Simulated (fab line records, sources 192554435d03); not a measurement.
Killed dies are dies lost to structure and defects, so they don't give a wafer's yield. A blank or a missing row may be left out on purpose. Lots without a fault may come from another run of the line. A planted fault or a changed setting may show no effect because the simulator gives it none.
Which tool did it? | flow n5_finfet | 11 lots, 33 wafers sampled, at 2 steps of a route of 1938

WHAT THE GAUGES READ, wafer by wafer
N5_BEOL_M10_CD_MEAS_35: target cd 70 nm.
lot  | measured     | on        | cd_nm (nm)
L788 | day 10 17:37 | cd_sem-02 | 70.8 71.2 70.6
L791 | day 12 02:11 | cd_sem-03 | 69.9 70.5 69.3
L792 | day 12 10:26 | cd_sem-02 | 71.1 70.6 70.5
L795 | day 13 12:17 | cd_sem-02 | 69.5 70.1 70.4
L800 | day 13 19:31 | cd_sem-01 | 69.6 69.8 69.8
L799 | day 14 12:08 | cd_sem-01 | 70.3 70.2 70.7
L797 | day 14 13:05 | cd_sem-02 | 70.3 69.8 69.3
L801 | day 14 20:21 | cd_sem-03 | 69.8 69.9 69.5
L803 | day 14 20:35 | cd_sem-02 | 69.5 70.6 69.6
L805 | day 15 22:12 | cd_sem-01 | 69.7 69.7 70.4
L806 | day 16 03:06 | cd_sem-02 | 70.9 71.0 71.0

WHICH TOOL RAN EACH LOT (tool, then ch and the chambers of the sampled wafers, then the start)
lot  | N5_BEOL_M10_TRENCH_ETCH_37
L788 | rie_diel-02 ch 0,1,2, day 10 17:37 or earlier
L791 | rie_diel-05 ch 2,3, day 12 02:11 or earlier
L792 | rie_diel-02 ch 0,1, day 12 10:26 or earlier
L795 | rie_diel-04 ch 0,1, day 13 12:17 or earlier
L800 | rie_diel-02 ch 0,1,2, day 13 19:31 or earlier
L799 | rie_diel-05 ch 2,3, day 14 12:08 or earlier
L797 | rie_diel-04 ch 0,1,2, day 14 13:05 or earlier
L801 | rie_diel-02 ch 0,3, day 14 20:21 or earlier
L803 | rie_diel-05 ch 0,3, day 14 20:35 or earlier
L805 | rie_diel-05 ch 1,2, day 15 22:12 or earlier
L806 | rie_diel-02 ch 0,3, day 16 03:06 or earlier
- N5_BEOL_M10_TRENCH_ETCH_37: etches SiCOH lowk in C4F6/O2, target depth 148.83 nm, time 48 s.

THE ANSWER, worked out from the rows above alone
Rule: what is usual is taken from the lots themselves. Put in order of their means at a reading, lots are off if they are a third of the lots or fewer, leave a main group of 4 or more, and stand apart from it by a gap of 3 or more times the standard deviation of the main group's means; of several such gaps the widest counts. A main group whose means are all the same, to the digits that the tables above print for the reading, isn't used. A lot without any number at a reading at which 4 lots or more have one is off too. The other lots that the step has rows for count as sound.
No lot is off at any reading shown: from this, nothing can be told.

WHAT THE SIMULATOR HAD PUT IN
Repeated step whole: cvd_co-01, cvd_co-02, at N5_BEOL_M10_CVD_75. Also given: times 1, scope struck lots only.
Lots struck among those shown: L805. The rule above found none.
